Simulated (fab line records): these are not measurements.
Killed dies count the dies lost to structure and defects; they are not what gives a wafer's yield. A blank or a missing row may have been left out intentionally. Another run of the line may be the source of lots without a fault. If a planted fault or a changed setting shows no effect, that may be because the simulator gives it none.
fab line records    flow n5Finfet
[record] lots = 11  wafers = 32  lastDay = 17
route steps=1938 shown BEOL_M12@1622 BEOL_M13@1670
lots untouched by any fault: they come from a run of this same line in which no faults occurred
startH: hours from the record's first day to the start of the lot's first wafer shown    waitH: hours from the lot's prior step to this one    " identical to the entry in the row above    L1.1+2: a row that stands for several wafers    - either no value or no given start    * or withheld: withheld    < > ~ a bound
route shown NAME@n: NAME is a module with steps in the file, n the number in the route of the first one    usual: the fault-free wafers' mean and standard deviation    same: alike in all rows    chamber/n: place in a boat    sites: the reading at each site    _std_site: standard deviation across them    _edge_site: mean of outer sites minus mean of inner sites    radiusMm: for every site, how far away it sits from the centre of the wafer    mask NAME#n: copy n    behind: the last tool/chamber to shape the wafer    hold: cause of the lot's hold/its duration in hours/its outcome    device: whichever transistor did not switch (one of n, p or np)    end of line: the route-end tests of the same wafers    a step with no rows: only its recipe    killed: dies that structure and defects cost at the first sort, which is not the same as the wafer's yield    map: a wafer's dies, marking killed ones x, the rest . and places with no die _
set.NAME: setting as actually run; set.NAME@STEP: the setting as run at that earlier step    model.NAME: the simulator's own value behind a step, which no gauge read
the route's steps for a sample of lots (tables are steps, rows are wafers)
services: a tool's chamber out of use, with start hour (startH, from the record's first day; less than 0 if before it), hours out, and reason
[[steps]]
[step N5_BEOL_M12_CD_MEAS_17]
[recipe] targetCdNm = 140  polarity = opening
[usual] cdNm = 140.1/1.4
lot.wafer  tool      chamber  startH  waitH  cdNm
L391.1     cdSem-03  -        253.12  0.0    139.4
L391.3     "         -        "       "      138.4
L391.5     "         -        "       "      138.6
L396.1     cdSem-03  -        306.64  0.0    140.0
L396.2     "         -        "       "      140.1
L396.5     "         -        "       "      140.9
L399.1     cdSem-03  -        316.45  0.0    139.2
L399.4     "         -        "       "      140.9
L399.5     "         -        "       "      140.1
L402.3     cdSem-02  -        324.00  0.0    141.8
L402.5     "         -        "       "      140.8
L402.6     "         -        "       "      139.5
L400.2     cdSem-03  -        328.92  0.0    138.6
L400.5     "         -        "       "      137.3
L400.6     "         -        "       "      139.6
L401.1     cdSem-01  -        335.94  0.0    141.8
L401.3     "         -        "       "      141.5
L401.4     "         -        "       "      142.0
L403.1     cdSem-01  -        337.93  0.0    137.6
L403.2     "         -        "       "      139.1
L403.3     "         -        "       "      140.0
L405.1     cdSem-03  -        341.86  0.0    139.7
L405.4     "         -        "       "      141.5
L405.5     "         -        "       "      139.3
L404.1     cdSem-02  -        348.75  0.0    141.1
L404.6     "         -        "       "      139.7
L408.1     cdSem-02  -        365.99  0.0    139.8
L408.4     "         -        "       "      140.5
L408.6     "         -        "       "      138.6
L410.3     cdSem-03  -        376.43  0.0    139.9
L410.5     "         -        "       "      142.3
L410.6     "         -        "       "      139.8
[step N5_BEOL_M12_DESCUM_33]
[recipe] chemistry = O2  timeS = 7.9  sourcePowerW = 50  biasPowerW = 20  pressureMtorr = 20  rfFrequencyHz = 2.712e+07  tempC = 40  o2FlowSccm = 225
[usual] drypumpMotorCurrentA = 5.8/0.43  oesProductAu = 0.77/0.063  rfVppV = 243.1/1.2  showerheadPlenumPTorr = 2.09/0.064  throttleValvePct = 20.53/0.29
lot.wafer  tool        chamber  startH  waitH  drypumpMotorCurrentA  oesProductAu  rfHoursCounterH  rfVppV  showerheadPlenumPTorr  throttleValvePct
L391.1     rieDiel-03  2        253.53  0.0    5.7                   0.77          130              245.5   2.19                   20.63
L391.3     "           0        "       "      6.0                   0.69          248              243.3   2.16                   20.82
L391.5     "           0        "       "      6.0                   0.69          -                244.0   2.15                   20.82
L396.1     rieDiel-01  3        307.24  0.2    6.1                   0.85          48               242.0   2.03                   19.96
L396.2     "           0        "       "      5.5                   0.83          77               242.5   2.02                   20.73
L396.5     "           1        "       "      5.5                   0.77          -                243.3   2.10                   20.15
L399.1     rieDiel-06  1        316.86  0.0    5.8                   0.78          124              242.5   2.01                   20.74
L399.4     "           0        "       "      5.7                   0.72          187              244.4   2.09                   20.62
L399.5     "           2        "       "      6.8                   0.71          -                242.5   2.06                   20.93
L402.3     rieDiel-06  3        324.56  0.1    5.4                   0.78          138              243.2   2.10                   20.35
L402.5     "           2        "       "      6.8                   0.70          -                243.1   2.06                   20.95
L402.6     "           1        "       "      5.8                   0.77          -                241.3   2.01                   20.74
L400.2     rieDiel-01  2        329.58  0.3    5.9                   0.69          238              243.3   2.16                   20.73
L400.5     "           2        "       "      5.9                   0.70          -                242.8   2.16                   20.74
L400.6     "           3        "       "      6.1                   0.84          -                242.7   2.03                   19.99
L401.1     rieDiel-01  2        336.36  0.0    5.9                   0.69          241              243.7   2.15                   20.73
L401.3     "           0        "       "      5.5                   0.81          87               242.2   2.02                   20.75
L401.4     "           3        "       "      6.1                   0.84          58               242.2   2.03                   19.99
L403.1     rieDiel-06  3        338.55  0.1    5.4                   0.79          143              243.7   2.10                   20.34
L403.2     "           0        "       "      5.7                   0.71          194              243.8   2.09                   20.61
L403.3     "           1        "       "      5.8                   0.77          133              242.4   2.01                   20.73
L405.1     rieDiel-06  3        342.40  0.0    5.4                   0.77          145              242.9   2.10                   20.36
L405.4     "           0        "       "      5.8                   0.71          196              243.1   2.08                   20.64
L405.5     "           2        "       "      6.8                   0.70          -                241.6   2.06                   20.95
L404.1     rieDiel-06  0        349.41  0.2    5.8                   0.71          198              242.3   2.08                   20.62
L404.6     "           1        "       "      5.8                   0.76          -                242.0   2.00                   20.77
L408.1     rieDiel-06  0        366.40  0.0    5.8                   0.71          205              243.3   2.08                   20.65
L408.4     "           1        "       "      5.8                   0.77          144              242.2   2.00                   20.76
L408.6     "           3        "       "      5.4                   0.77          -                243.0   2.09                   20.38
L410.3     rieDiel-03  0        376.93  0.1    6.0                   0.91          35               243.7   2.14                   20.54
L410.5     "           2        "       "      5.6                   0.74          -                243.7   2.18                   20.69
L410.6     "           1        "       "      5.8                   0.80          -                243.4   2.20                   20.22
[step N5_BEOL_M12_SPUTTER_43]
[recipe] material = TaN  targetThkA = 150  tempC = 50  biasV = 168.6  powerW = 15000  chamberPressurePa = 0.12  timeS = 24.19
[usual] substrateTempC = 50.01/0.11  throttleValvePct = 29.5/0.8
lot.wafer  tool           chamber  startH  waitH  substrateTempC  throttleValvePct
L391.1     pvdSputter-03  -        257.74  0.0    50.05           29.0
L391.3     "              -        "       "      49.97           28.6
L391.5     "              -        "       "      50.13           29.6
L396.1     pvdSputter-03  -        311.38  0.0    49.99           28.7
L396.2     "              -        "       "      49.89           29.5
L396.5     "              -        "       "      49.67           29.7
L399.1     pvdSputter-02  -        320.83  0.0    49.99           27.9
L399.4     "              -        "       "      50.02           29.6
L399.5     "              -        "       "      50.06           30.5
L402.3     pvdSputter-01  -        326.08  0.0    49.87           28.5
L402.5     "              -        "       "      49.95           29.9
L402.6     "              -        "       "      50.04           30.6
L400.2     pvdSputter-01  -        332.08  0.0    49.83           28.6
L400.5     "              -        "       "      50.23           29.8
L400.6     "              -        "       "      49.88           30.6
L401.1     pvdSputter-01  -        339.20  0.0    50.07           29.7
L401.3     "              -        "       "      50.03           30.6
L401.4     "              -        "       "      50.17           29.9
L403.1     pvdSputter-02  -        340.16  0.0    49.97           30.4
L403.2     "              -        "       "      49.90           29.8
L403.3     "              -        "       "      49.91           28.1
L405.1     pvdSputter-01  -        345.91  0.0    49.77           28.7
L405.4     "              -        "       "      49.87           29.8
L405.5     "              -        "       "      49.90           30.0
L404.1     pvdSputter-01  -        352.28  0.0    50.05           29.6
L404.6     "              -        "       "      49.83           29.8
L408.1     pvdSputter-03  -        369.56  0.0    49.87           29.4
L408.4     "              -        "       "      50.00           29.6
L408.6     "              -        "       "      50.13           30.3
L410.3     pvdSputter-03  -        379.00  0.0    50.11           28.5
L410.5     "              -        "       "      50.28           29.1
L410.6     "              -        "       "      49.93           28.6
[step N5_BEOL_M12_CMP_49]
[recipe] stopOn = SiOC  tOverpolishS = 20.6  downForcePsi = 1  platenRpm = 50  clearingPlatenDownForcePsi = 1.5  clearingPlatenRpm = 50  postCmpClean = cuAlkaline  targetThkNm = 320  clearingPlatenPadVelocityMS = 0.99484  padVelocityMS = 0.99484
[usual] barrierFieldEndpointS = 30.4/0.77  motorCurrentA = 5.9/0.75  platenRpm = 50.00/0.033
lot.wafer  tool    chamber  startH  waitH  barrierFieldEndpointS  motorCurrentA  platenRpm
L391.3     cmp-02  1        258.68  0.2    30.9                   7.1            50.00
L391.1     "       3        "       "      31.5                   5.8            49.97
L391.5     "       0        "       "      30.6                   5.3            49.97
L396.1     cmp-02  1        312.09  0.3    30.5                   7.0            49.99
L396.2     "       2        "       "      29.7                   6.8            49.99
L396.5     "       1        "       "      30.3                   6.9            50.00
L399.1     cmp-02  2        322.30  0.3    29.6                   6.7            50.02
L399.4     "       3        "       "      30.4                   6.0            50.05
L399.5     "       1        "       "      29.3                   6.7            49.94
L402.3     cmp-02  3        326.80  0.2    29.7                   5.8            49.99
L402.5     "       3        "       "      28.8                   5.5            50.06
L402.6     "       0        "       "      28.9                   5.5            49.98
L400.2     cmp-02  0        333.19  0.3    29.6                   5.2            49.96
L400.5     "       2        "       "      30.3                   6.5            50.03
L400.6     "       3        "       "      29.9                   5.8            49.97
L401.3     cmp-01  1        340.05  0.2    31.7                   5.6            50.05
L401.1     "       2        "       "      40.9                   5.8            50.02
L401.4     "       3        "       "      32.1                   6.6            50.01
L403.2     cmp-04  0        340.88  0.2    31.1                   6.6            49.98
L403.1     "       1        "       "      30.6                   5.4            50.03
L403.3     "       2        "       "      30.5                   5.2            49.98
L405.1     cmp-02  2        346.83  0.3    37.6                   6.8            50.00
L405.4     "       3        "       "      30.2                   5.8            50.02
L405.5     "       1        "       "      29.8                   6.9            50.06
L404.1     cmp-04  1        353.32  0.3    39.5                   5.0            49.99
L404.6     "       1        "       "      39.2                   5.7            50.03
L408.1     cmp-01  0        370.31  0.3    29.4                   4.7            49.94
L408.4     "       1        "       "      29.1                   6.0            49.98
L408.6     "       3        "       "      30.4                   6.4            50.00
L410.3     cmp-04  1        379.87  0.3    31.0                   5.0            49.98
L410.5     "       3        "       "      31.5                   5.4            50.00
L410.6     "       0        "       "      30.8                   6.5            49.93
[step N5_BEOL_M13_OVL_MEAS_11]
[recipe] pointsPerWafer = 44
[usual] V12_OVL = 6/5.4
lot.wafer  tool        chamber  startH  waitH  V12_OVL[nm]
L391.1     overlay-01  0        259.61  0.0    12
L391.3     "           0        "       "      11
L391.5     "           0        "       "      6
L396.1     overlay-01  0        313.19  0.0    2
L396.2     "           0        "       "      14
L396.5     "           0        "       "      5
L399.1     overlay-01  0        323.20  0.0    4
L399.4     "           0        "       "      4
L399.5     "           0        "       "      7
L402.3     overlay-01  0        327.83  0.0    10
L402.5     "           0        "       "      8
L402.6     "           0        "       "      6
L400.2     overlay-02  0        334.20  0.0    6
L400.5     "           0        "       "      3
L400.6     "           0        "       "      5
L401.1     overlay-01  0        340.98  0.0    1
L401.3     "           0        "       "      8
L401.4     "           0        "       "      5
L403.1     overlay-01  0        341.86  0.0    2
L403.2     "           0        "       "      8
L403.3     "           0        "       "      10
L405.1     overlay-01  0        347.85  0.0    9
L405.4     "           0        "       "      9
L405.5     "           0        "       "      8
L404.1     overlay-01  0        354.42  0.0    3
L404.6     "           0        "       "      1
L408.1     overlay-02  0        371.37  0.0    6
L408.4     "           0        "       "      -1
L408.6     "           0        "       "      -4
L410.3     overlay-01  0        380.77  0.0    3
L410.5     "           0        "       "      8
L410.6     "           0        "       "      12
[[services]]
tool        chamber  startH  hours  kind
cmp-02      -        237.50  1.2    repair
cmp-02      -        244.44  0.2    repair
rieDiel-01  1        247.05  2.6    repair
rieDiel-03  3        247.54  9.3    repair
cmp-02      -        255.96  2.2    repair
rieDiel-03  -        267.25  1.6    repair
cmp-02      -        271.97  4.0    pm
cmp-02      -        275.97  -      consumableReplace:conditioner
cmp-02      -        275.97  -      consumableReplace:pad
cmp-01      -        291.37  5.3    repair
cmp-01      -        314.33  3.1    pm
rieDiel-03  2        330.71  4.4    repair
cmp-01      -        355.21  1.7    repair
cmp-01      -        357.29  4.0    pm
rieDiel-01  2        357.51  -      clean
rieDiel-01  2        357.51  -      consumableReplace:focusRing
rieDiel-01  2        357.51  16.1   scheduledDown
cmp-02      -        357.88  1.3    repair
rieDiel-06  -        370.27  2.8    pm
rieDiel-06  2        379.23  -      clean
rieDiel-06  2        379.23  -      consumableReplace:esc
rieDiel-06  2        379.23  -      consumableReplace:focusRing
rieDiel-06  2        379.23  23.6   scheduledDown
rieDiel-06  2        379.23  23.6   ventCycle
[[key]]
[firstSign] step = N5_BEOL_M12_CMP_49  reading = barrierFieldEndpointS  direction = up  sigmas = 12  usual = 30.4  struck = 39.3
effect none on later readings
metAt N5_BEOL_M12_SPUTTER_43
struckLots L401,L404,L405
struckWafers L401.1,L404.1,L404.6,L405.1
notActingAt N5_BEOL_M12_CD_MEAS_17,N5_BEOL_M12_DESCUM_33,N5_BEOL_M13_OVL_MEAS_11
onsetBetween 332.08 339.20
[fault] kind = processParameterDrift  tool = pvdSputter-01  chamber = -  onsetH = 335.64  steps = N5_BEOL_M12_SPUTTER_43  channel = timeS  offset = *  shape = step  endH = 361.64  scope = struckWafersOnly  actsIn = *  stated = *
